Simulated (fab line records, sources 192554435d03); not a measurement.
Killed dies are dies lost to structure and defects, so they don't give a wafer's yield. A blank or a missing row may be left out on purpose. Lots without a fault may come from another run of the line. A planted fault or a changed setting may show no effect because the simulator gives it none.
Chamber matching | flow n5_finfet | N5_BEOL_M8_DEP_56 on pecvd-03: 3 sister chambers
The step deposits SiCN from 3MS/NH3, target thk 10 nm, time 17.5 s. 18 wafers are shown with their chamber, then 9 later ones without.

WAFERS WITH THEIR CHAMBER
wafer  | chamber | throttle_valve_pct (%) | showerhead_plenum_p_Torr (Torr)
L075.2 | 2       | 8.1                    | 3.679
L075.4 | 0       | 9.5                    | 3.668
L075.6 | 2       | 8.1                    | 3.682
L078.1 | 0       | 9.2                    | 3.665
L078.3 | 2       | 8.4                    | 3.684
L078.4 | 0       | 9.2                    | 3.660
L087.1 | 2       | 8.1                    | 3.675
L087.2 | 0       | 9.0                    | 3.666
L087.5 | 1       | 9.7                    | 3.657
L086.1 | 2       | 8.2                    | 3.675
L086.5 | 2       | 8.4                    | 3.681
L086.6 | 0       | 9.3                    | 3.660
L090.3 | 1       | 9.4                    | 3.658
L090.4 | 0       | 9.3                    | 3.655
L090.5 | 1       | 9.4                    | 3.661
L089.2 | 2       | 8.6                    | 3.680
L089.3 | 0       | 9.2                    | 3.657
L089.6 | 1       | 9.5                    | 3.646

SIGNATURES (means of the wafers above)
reading                  | chamber 0 | chamber 1 | chamber 2 | scatter within a chamber
throttle_valve_pct       | 9.243     | 9.500     | 8.271     | 0.17
showerhead_plenum_p_Torr | 3.66157   | 3.65550   | 3.67943   | 0.00476
Rule: a wafer's distance from a chamber is the root of the sum, over the readings, of the square of ((its reading less the chamber's mean) divided by the reading's scatter). The wafer belongs to the nearest chamber; if the next one is less than 2 further off, it can't be placed. The scatter: the root of (the sum of the squares of (reading less its chamber's mean) over the shown wafers, divided by (wafers less chambers)).

WAFERS WITHOUT THEIR CHAMBER
wafer  | throttle_valve_pct (%) | showerhead_plenum_p_Torr (Torr)
L092.1 | 9.4                    | 3.660
L092.2 | 8.3                    | 3.677
L092.6 | 9.4                    | 3.654
L091.1 | 9.4                    | 3.668
L091.2 | 8.3                    | 3.679
L091.6 | 9.4                    | 3.665
L095.2 | 9.1                    | 3.654
L095.5 | 9.3                    | 3.651
L095.6 | 8.5                    | 3.677

WHICH CHAMBER EACH WENT THROUGH
wafer  | from the rows above     | in truth
L092.1 | can't be placed: 0 or 1 | 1
L092.2 | 2                       | 2
L092.6 | can't be placed: 1 or 0 | 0
L091.1 | can't be placed: 0 or 1 | 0
L091.2 | 2                       | 2
L091.6 | can't be placed: 0 or 1 | 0
L095.2 | can't be placed: 0 or 1 | 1
L095.5 | can't be placed: 1 or 0 | 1
L095.6 | 2                       | 2
Placed correctly: 3 of 9. Can't be placed from these rows: 6 (the true chamber is among the candidates in 6). Placed wrongly: 0.
